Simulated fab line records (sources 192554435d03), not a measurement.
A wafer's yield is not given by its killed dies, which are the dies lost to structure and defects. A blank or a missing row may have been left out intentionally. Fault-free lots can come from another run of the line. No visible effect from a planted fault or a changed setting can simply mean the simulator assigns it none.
Chamber matching || flow n5-finfet || N5_HKMG_FIN_ETCH_35 on rie-diel-01: 4 sister chambers
The step etches SOC in N2/H2, target depth 215.8 nm, time 243.4 s. 22 wafers are shown with their chamber, then 11 later ones without.

## WAFERS WITH THEIR CHAMBER
{"wafer": "L079.1", "chamber": 3, "showerhead-plenum-p-Torr (Torr)": 2.59, "drypump-motor-current-A (A)": 4.9, "throttle-valve-pct (%)": 17.47}
{"wafer": "L079.4", "chamber": 2, "showerhead-plenum-p-Torr (Torr)": 2.41, "drypump-motor-current-A (A)": 6.0, "throttle-valve-pct (%)": 18.00}
{"wafer": "L079.6", "chamber": 2, "showerhead-plenum-p-Torr (Torr)": 2.41, "drypump-motor-current-A (A)": 6.0, "throttle-valve-pct (%)": 17.97}
{"wafer": "L081.1", "chamber": 2, "showerhead-plenum-p-Torr (Torr)": 2.41, "drypump-motor-current-A (A)": 5.9, "throttle-valve-pct (%)": 18.00}
{"wafer": "L081.3", "chamber": 0, "showerhead-plenum-p-Torr (Torr)": 2.49, "drypump-motor-current-A (A)": 5.5, "throttle-valve-pct (%)": 18.06}
{"wafer": "L081.6", "chamber": 0, "showerhead-plenum-p-Torr (Torr)": 2.49, "drypump-motor-current-A (A)": 5.5, "throttle-valve-pct (%)": 18.10}
{"wafer": "L083.1", "chamber": 3, "showerhead-plenum-p-Torr (Torr)": 2.59, "drypump-motor-current-A (A)": 4.9, "throttle-valve-pct (%)": 17.46}
{"wafer": "L083.4", "chamber": 2, "showerhead-plenum-p-Torr (Torr)": 2.40, "drypump-motor-current-A (A)": 6.0, "throttle-valve-pct (%)": 18.01}
{"wafer": "L083.5", "chamber": 3, "showerhead-plenum-p-Torr (Torr)": 2.59, "drypump-motor-current-A (A)": 4.9, "throttle-valve-pct (%)": 17.48}
{"wafer": "L084.1", "chamber": 2, "showerhead-plenum-p-Torr (Torr)": 2.40, "drypump-motor-current-A (A)": 5.9, "throttle-valve-pct (%)": 18.01}
{"wafer": "L084.5", "chamber": 2, "showerhead-plenum-p-Torr (Torr)": 2.40, "drypump-motor-current-A (A)": 6.0, "throttle-valve-pct (%)": 18.02}
{"wafer": "L084.6", "chamber": 1, "showerhead-plenum-p-Torr (Torr)": 2.62, "drypump-motor-current-A (A)": 5.3, "throttle-valve-pct (%)": 17.99}
{"wafer": "L086.1", "chamber": 2, "showerhead-plenum-p-Torr (Torr)": 2.40, "drypump-motor-current-A (A)": 5.9, "throttle-valve-pct (%)": 18.01}
{"wafer": "L086.2", "chamber": 1, "showerhead-plenum-p-Torr (Torr)": 2.62, "drypump-motor-current-A (A)": 5.2, "throttle-valve-pct (%)": 18.00}
{"wafer": "L086.4", "chamber": 1, "showerhead-plenum-p-Torr (Torr)": 2.62, "drypump-motor-current-A (A)": 5.2, "throttle-valve-pct (%)": 18.00}
{"wafer": "L088.2", "chamber": 3, "showerhead-plenum-p-Torr (Torr)": 2.58, "drypump-motor-current-A (A)": 5.0, "throttle-valve-pct (%)": 17.51}
{"wafer": "L088.3", "chamber": 0, "showerhead-plenum-p-Torr (Torr)": 2.49, "drypump-motor-current-A (A)": 5.5, "throttle-valve-pct (%)": 17.68}
{"wafer": "L088.5", "chamber": 3, "showerhead-plenum-p-Torr (Torr)": 2.58, "drypump-motor-current-A (A)": 5.0, "throttle-valve-pct (%)": 17.49}
{"wafer": "L089.1", "chamber": 0, "showerhead-plenum-p-Torr (Torr)": 2.49, "drypump-motor-current-A (A)": 5.5, "throttle-valve-pct (%)": 17.67}
{"wafer": "L089.3", "chamber": 3, "showerhead-plenum-p-Torr (Torr)": 2.58, "drypump-motor-current-A (A)": 5.0, "throttle-valve-pct (%)": 17.50}
{"wafer": "L089.4", "chamber": 0, "showerhead-plenum-p-Torr (Torr)": 2.49, "drypump-motor-current-A (A)": 5.5, "throttle-valve-pct (%)": 17.69}
{"wafer": "L091.1", "chamber": 1, "showerhead-plenum-p-Torr (Torr)": 2.62, "drypump-motor-current-A (A)": 5.3, "throttle-valve-pct (%)": 17.60}

SIGNATURES, as means of the wafers listed above
{"reading": "showerhead-plenum-p-Torr", "chamber 0": 2.4900, "chamber 1": 2.6200, "chamber 2": 2.4043, "chamber 3": 2.5850, "scatter within a chamber": 0.00423}
{"reading": "drypump-motor-current-A", "chamber 0": 5.500, "chamber 1": 5.250, "chamber 2": 5.957, "chamber 3": 4.950, "scatter within a chamber": 0.0484}
{"reading": "throttle-valve-pct", "chamber 0": 17.8400, "chamber 1": 17.8975, "chamber 2": 18.0029, "chamber 3": 17.4850, "scatter within a chamber": 0.132}
Rule: for a wafer and a chamber, the distance is found by dividing, reading by reading, the gap between the wafer's reading and the chamber's mean by the reading's scatter, squaring, summing and taking the root. If the next closest chamber is less than 2 further off than the closest, the wafer can't be placed; otherwise it belongs to the closest. The scatter: take each reading less its chamber's mean, square it, sum over the shown wafers, divide by the number of wafers less the number of chambers, and take the root.

## WAFERS WHOSE CHAMBER IS MISSING
{"wafer": "L091.2", "showerhead-plenum-p-Torr (Torr)": 2.48, "drypump-motor-current-A (A)": 5.5, "throttle-valve-pct (%)": 17.69}
{"wafer": "L091.4", "showerhead-plenum-p-Torr (Torr)": 2.40, "drypump-motor-current-A (A)": 5.9, "throttle-valve-pct (%)": 18.04}
{"wafer": "L093.2", "showerhead-plenum-p-Torr (Torr)": 2.58, "drypump-motor-current-A (A)": 4.9, "throttle-valve-pct (%)": 17.51}
{"wafer": "L093.3", "showerhead-plenum-p-Torr (Torr)": 2.48, "drypump-motor-current-A (A)": 5.5, "throttle-valve-pct (%)": 17.69}
{"wafer": "L093.5", "showerhead-plenum-p-Torr (Torr)": 2.48, "drypump-motor-current-A (A)": 5.5, "throttle-valve-pct (%)": 17.69}
{"wafer": "L096.1", "showerhead-plenum-p-Torr (Torr)": 2.57, "drypump-motor-current-A (A)": 5.0, "throttle-valve-pct (%)": 17.52}
{"wafer": "L096.5", "showerhead-plenum-p-Torr (Torr)": 2.48, "drypump-motor-current-A (A)": 5.5, "throttle-valve-pct (%)": 17.72}
{"wafer": "L096.6", "showerhead-plenum-p-Torr (Torr)": 2.57, "drypump-motor-current-A (A)": 4.9, "throttle-valve-pct (%)": 17.52}
{"wafer": "L097.1", "showerhead-plenum-p-Torr (Torr)": 2.48, "drypump-motor-current-A (A)": 5.5, "throttle-valve-pct (%)": 17.72}
{"wafer": "L097.3", "showerhead-plenum-p-Torr (Torr)": 2.61, "drypump-motor-current-A (A)": 5.2, "throttle-valve-pct (%)": 17.65}
{"wafer": "L097.5", "showerhead-plenum-p-Torr (Torr)": 2.57, "drypump-motor-current-A (A)": 5.0, "throttle-valve-pct (%)": 17.52}

## THE CHAMBER EACH PASSED THROUGH
{"wafer": "L091.2", "from the rows above": 0, "in truth": 0}
{"wafer": "L091.4", "from the rows above": 2, "in truth": 2}
{"wafer": "L093.2", "from the rows above": 3, "in truth": 3}
{"wafer": "L093.3", "from the rows above": 0, "in truth": 0}
{"wafer": "L093.5", "from the rows above": 0, "in truth": 0}
{"wafer": "L096.1", "from the rows above": 3, "in truth": 3}
{"wafer": "L096.5", "from the rows above": 0, "in truth": 0}
{"wafer": "L096.6", "from the rows above": 3, "in truth": 3}
{"wafer": "L097.1", "from the rows above": 0, "in truth": 0}
{"wafer": "L097.3", "from the rows above": 1, "in truth": 1}
{"wafer": "L097.5", "from the rows above": 3, "in truth": 3}
Correctly placed: 11 of 11. Not placeable from these rows: 0. Wrongly placed: 0.
